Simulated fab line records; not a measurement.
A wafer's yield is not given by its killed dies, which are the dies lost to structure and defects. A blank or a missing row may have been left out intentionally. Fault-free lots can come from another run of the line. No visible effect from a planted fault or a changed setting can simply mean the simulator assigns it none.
8D (eight disciplines) problem report, filled in by code    flow n5Finfet    the parts of the form that need people (team, actions taken, sign-off) are left out

== 1. THE PROBLEM ==
At N5_BEOL_M0_SAQP_CD_MEAS_14, cdNm averages 39.92 nm over 3 wafers from 2 lots, while fault-free wafers read 42.55 nm, standard deviation 0.29. That is -9.1 standard deviations from the usual mean.
The step: target cd 42.5 nm.
First seen on wafer L644.1, day 6 17:07, on cdSem-02. Wafers with a number at this step in the record: 25, from 9 lots. Rule for "out" (also "out of limits"): further than 4 standard deviations from the usual mean. The other wafers with a number count as sound.

== 2. WHAT THIS IS AND IS NOT ==
question                     is                      is not
which readings at this step  cdNm                    -
which lots                   L644, L649              L639, L642, L651, L657, L658, L659, L662
which wafers of those lots   L644.1, L649.1, L649.4  L644.2
read on which gauges         cdSem-01, cdSem-02      cdSem-03
when                         from day 6 17:07        up to then (7 sound wafers); but 15 sound wafers of L651, L657, L658, L659, L662 came after

== 3. SUSPECTS, AND WHAT RULES EACH OUT ==
Counting: any tool at a process step up to the reading remains a suspect provided it ran every lot that is out. Sound lots after the first of them don't rule it out here, since some wafers of a struck lot are sound.
- the gauge at N5_BEOL_M0_SAQP_CD_MEAS_14 has been ruled out. 2 gauges (cdSem-01, cdSem-02) read the wafers that are out.
- arfiScanner-03 at N5_BEOL_M0_SAQP_EXPOSE_11 (exposes mask M0 CORE, target cd 42 nm): kept. Ran every lot that is out, first one L644 (day 6 16:59); last sound lot up to then L639 (day 5 10:11).
Left after counting: arfiScanner-03 at N5_BEOL_M0_SAQP_EXPOSE_11.

== 4. THE CAUSE (what the simulator had put in) ==
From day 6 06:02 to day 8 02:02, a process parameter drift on arfiScanner-03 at N5_BEOL_M0_SAQP_EXPOSE_11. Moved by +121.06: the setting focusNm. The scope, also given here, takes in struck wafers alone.
After counting, this tool was the only one left.

== 5. THE EFFECT CHAIN, in route order ==
One row per reading whose mean, taken over the struck wafers that have a number, lies over 3 standard deviations from the usual. Scope: only readings with a usual standard deviation given in the record; hours: median across lots of the time from each lot's start at the first step in this table that gives one to its start at this step; sigmas: change in usual standard deviations.
hours  step                        reading  usual     on struck wafers  change  sigmas
0      N5_BEOL_M0_SAQP_CD_MEAS_14  cdNm     42.55 nm  39.92             -2.63   -9.1
Later measuring or inspecting steps at which every struck wafer that the step has a row for has a number for every such reading, and none has moved that far: N5_BEOL_M0_SAQP_OVL_MEAS_15, N5_BEOL_M4_RC_MEAS_101.

== 6. HOW IT WOULD HAVE BEEN CAUGHT EARLIER ==
Counted from the fault's start at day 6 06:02, it took 11 hours until the first out-of-limits reading at a measuring or inspecting step in this record, taken at day 6 17:07.
Among the 2 lots that are out, L649 began N5_BEOL_M0_SAQP_EXPOSE_11 on arfiScanner-03 after day 6 17:07. A tool hold placed at that time would have kept it from harm.
